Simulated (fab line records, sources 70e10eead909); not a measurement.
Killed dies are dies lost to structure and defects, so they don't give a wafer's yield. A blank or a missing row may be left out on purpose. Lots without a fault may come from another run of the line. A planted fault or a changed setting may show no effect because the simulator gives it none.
A struck lot beside a sound one | flow nand_harc | 14 steps out of a route of 1159
Sound: wafers L127.1, L127.3, L127.5. Struck: wafers L125.1, L125.2, L125.5. The cause comes at the end.
At each step with rows: each side's tool, then ch and its chambers, then its first start. Under that, the readings that differ: sound wafers | struck wafers | difference of the means | sigmas: that difference in standard deviations of wafers without a fault.
alike: readings whose means differ by less than 2 such deviations, and words and numbers that are the same on both sides. not compared: withheld readings, readings that some wafer has no value for, bounds like >300 that may hide the same value, and numbers for which the record gives no deviation and whose values overlap.
The two part at a step that has a row with sigmas, a row that says differs or no value, or rows on one side only. Numbers that don't overlap but have no deviation are shown without sigmas and don't part them. A reading that every wafer of one side lacks parts them only if that side has two wafers or more.

first, 1 step without rows for these wafers: NHARC_A_CHANNEL_HOLE_D1_SRD_29.
NHARC_A_CHANNEL_HOLE_D1_CD_MEAS_30:
  sound on cd_sem-02, day 11 12:40; struck on cd_sem-02, day 10 21:32
  alike: cd_nm
NHARC_A_CHANNEL_HOLE_D1_XSEM_31:
  sound on xsem-02 ch 0, day 11 12:46; struck on xsem-01 ch 0, day 10 21:38
  alike: bot_cd_nm, bow_nm, tilt_deg
NHARC_A_CHANNEL_HOLE_D1_INSPECT_40:
  sound on defect_inspect-02, day 11 12:52; struck on defect_inspect-01, day 10 21:43
  alike: raw_defect_count
then, 2 steps without rows for these wafers: NHARC_A_CHANNEL_FILL_D1_PRECLEAN_00 (cleans in SC1); NHARC_A_CHANNEL_FILL_D1_SRD_01.
NHARC_A_CHANNEL_FILL_D1_ALD_02: deposits SiO2, target thk 6 nm, pulse time 10 s, ald cycles 60.
  sound on ald_hk-04 ch 1,2,3, day 11 13:13; struck on ald_hk-02 ch 0,1, day 10 21:59
  alike: heater_power_w, precursor_pulse_height_rel
NHARC_A_CHANNEL_FILL_D1_ALD_03: deposits SiNx, target thk 6 nm, pulse time 60 s, ald cycles 58.
  sound on ald_sin_batch-02 ch 0; struck on ald_sin_batch-03 ch 0
  alike: precursor_pulse_height_rel
NHARC_A_CHANNEL_FILL_D1_ALD_14: deposits SiO2, target thk 2.5 nm, pulse time 10 s, ald cycles 25.
  sound on ald_hk-02 ch 2,3, day 11 21:32; struck on ald_hk-04 ch 2,3, day 11 04:25
  alike: heater_power_w, precursor_pulse_height_rel
then, 3 steps without rows for these wafers: NHARC_A_CHANNEL_FILL_D1_ALD_15 (deposits SiNx, target thk 2 nm, pulse time 60 s, ald cycles 19); NHARC_A_CHANNEL_FILL_D1_ALD_16 (deposits SiO2, target thk 1.5 nm, pulse time 10 s, ald cycles 15); NHARC_A_CHANNEL_FILL_D1_ANNEAL_17 (time 1800 s).
NHARC_A_CHANNEL_FILL_D1_CVD_18: deposits poly-Si, target thk 3 nm.
  sound on lpcvd_poly-01 ch 0, day 12 12:16; struck on lpcvd_poly-04, day 11 19:17
  no value came back on the struck wafers for spike_tc_bottom_C (C), spike_tc_centre_C (C), spike_tc_upper_C (C); on the sound wafers spike_tc_bottom_C (C) reads 570.7 570.3 573.0
NHARC_A_CHANNEL_FILL_D1_ETCHBACK_19: etches the open film in HBr/Cl2, target depth 5 nm, time 1.7 s.
  sound on rie_si-05 ch 0,2, day 12 14:20; struck on rie_si-04 ch 0,2, day 11 21:23
  alike: drypump_motor_current_A, oes_product_au, throttle_valve_pct
  not compared: rf_hours_counter_h

WHERE THEY PART
Only at NHARC_A_CHANNEL_FILL_D1_CVD_18, within this record. Later steps at which nothing parts them and some readings are alike: NHARC_A_CHANNEL_FILL_D1_ETCHBACK_19.

WHY: what the simulator had put in
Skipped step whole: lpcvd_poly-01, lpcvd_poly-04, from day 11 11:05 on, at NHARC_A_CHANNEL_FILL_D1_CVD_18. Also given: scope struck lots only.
